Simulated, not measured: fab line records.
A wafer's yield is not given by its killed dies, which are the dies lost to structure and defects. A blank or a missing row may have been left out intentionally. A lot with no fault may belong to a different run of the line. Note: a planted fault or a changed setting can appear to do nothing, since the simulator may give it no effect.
Split-lot trial + flow n5Finfet + 21 wafers read across 7 lots, on a route 1938 steps long

== ABOUT THE SPLIT ==
At N5_MIM_TOP_ETCH_ETCH_00 (etches TiN in Cl2/BCl3, target depth 38.5 nm), the setting biasW was moved away from the recipe's 126 W on 8 of the 21 wafers read, by -17.4% to +7.2%. The other wafers ran this setting at the recipe's value.

The split's own step is where the reading is taken.

== THE READING ==
MIM_TOP_ETCH.featureDepthNm (the simulator's own value, which no gauge read), in nm, at N5_MIM_TOP_ETCH_ETCH_00 (etches TiN in Cl2/BCl3, target depth 38.5 nm). The file does not state a usual value for it. Here, 13 wafers ran the recipe; their average is 38.6 nm with a standard deviation of 0.5 nm.

| wafer  | tool, chamber at the split | biasW as run, W | against the recipe | MIM_TOP_ETCH.featureDepthNm, nm | against lot-mates on the recipe |
|--------|----------------------------|-----------------|--------------------|---------------------------------|---------------------------------|
| L075.1 | rieMetal-01, 0             | 126             | recipe             | 38.4                            | -                               |
| L075.2 | rieMetal-01, 1             | 126             | recipe             | 38                              | -                               |
| L075.3 | rieMetal-01, 1             | 126             | recipe             | 38.4                            | -                               |
| L076.1 | rieMetal-02, 0             | 135.1           | +7.2%              | 40                              | +1.4                            |
| L076.2 | rieMetal-02, 1             | 126             | recipe             | 38.6                            | -                               |
| L076.6 | rieMetal-02, 1             | 135.1           | +7.2%              | 39.4                            | +0.8                            |
| L077.4 | rieMetal-03, 1             | 126             | recipe             | 39.2                            | -                               |
| L077.5 | rieMetal-03, 1             | 126             | recipe             | 39.4                            | -                               |
| L077.6 | rieMetal-03, 0             | 104.1           | -17.4%             | 35.8                            | -3.5                            |
| L080.1 | rieMetal-02, 1             | 126             | recipe             | 37.8                            | -                               |
| L080.5 | rieMetal-02, 0             | 105.6           | -16.2%             | 36                              | -1.8                            |
| L080.6 | rieMetal-02, 1             | 105.6           | -16.2%             | 35.8                            | -2.0                            |
| L085.1 | rieMetal-01, 1             | 113.2           | -10.2%             | 37                              | -1.4                            |
| L085.2 | rieMetal-01, 0             | 113.2           | -10.2%             | 37                              | -1.4                            |
| L085.5 | rieMetal-01, 0             | 126             | recipe             | 38.4                            | -                               |
| L096.1 | rieMetal-01, 0             | 107.4           | -14.8%             | 36.2                            | -2.4                            |
| L096.4 | rieMetal-01, 0             | 126             | recipe             | 38.6                            | -                               |
| L096.6 | rieMetal-01, 1             | 126             | recipe             | 38.6                            | -                               |
| L095.1 | rieMetal-03, 0             | 126             | recipe             | 38.2                            | -                               |
| L095.3 | rieMetal-03, 1             | 126             | recipe             | 39.4                            | -                               |
| L095.6 | rieMetal-03, 1             | 126             | recipe             | 39.2                            | -                               |

FIT RESULTS
A straight line over all 21 wafers: MIM_TOP_ETCH.featureDepthNm changes by +0.163 nm for each +1% of biasW; r = +0.95; the points scatter about the line by 0.43 nm.
The same after taking each lot's own level away (the mean of its wafers on the recipe; 21 wafers): +0.15 nm for each +1%; r = +0.95; scatter 0.37 nm.
That fit puts the effect of the largest move of biasW on the reading at 2.6 nm.
Measured against the standard deviation above, the lots' own levels, which go from 37.80 to 39.30 nm, span 3.0 times it.
The two slopes are in agreement: the lot-to-lot level therefore moves the slope only a little.
Check: with one of the wafers moved furthest among these (-17.4%) left out of the fit, the line predicts -2.33 nm for it against its lot-mates. It came out at -3.5 nm against them.

== OTHER SPLITS ON THESE WAFERS ==
Other splits were also applied to these wafers ahead of the reading. Each is held against what the fit with the lots' levels taken away leaves over:
| other split on the same wafers       | wafers away from the commonest value | r with MIM_TOP_ETCH.featureDepthNm (lot level and that fit taken away) |
|--------------------------------------|--------------------------------------|------------------------------------------------------------------------|
| N5_BEOL_M13_VIA_ETCH_16 targetDepthA | 7                                    | -0.15                                                                  |
| N5_BEOL_M13_ETCH_68 timeS            | 10                                   | +0.04                                                                  |
| N5_BEOL_M13_SPUTTER_43 powerW        | 8                                    | -0.07                                                                  |
| N5_BEOL_M14_PEB_26 pebTempC          | 5                                    | -0.41                                                                  |
| N5_BEOL_M14_TRENCH_ETCH_34 timeS     | 6                                    | +0.09                                                                  |

== THE WHOLE CHAIN: every reading that the file lists as answering this split, in the file's order ==
| step                    | what it does                                 | reading                                                                      | change (the file's fit)               | r (the file's) |
|-------------------------|----------------------------------------------|------------------------------------------------------------------------------|---------------------------------------|----------------|
| N5_MIM_TOP_ETCH_ETCH_00 | etches TiN in Cl2/BCl3, target depth 38.5 nm | etch.depthNm (the simulator's own value, which no gauge read)                | +0.16 nm for each +1% of the setting  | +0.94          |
| N5_MIM_TOP_ETCH_ETCH_00 | etches TiN in Cl2/BCl3, target depth 38.5 nm | MIM_TOP_ETCH.featureDepthNm (the simulator's own value, which no gauge read) | +0.159 nm for each +1% of the setting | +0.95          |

== FILE'S OWN FIT ==
MIM_TOP_ETCH.featureDepthNm changes by +0.159 nm for each +1% of biasW, r = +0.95.
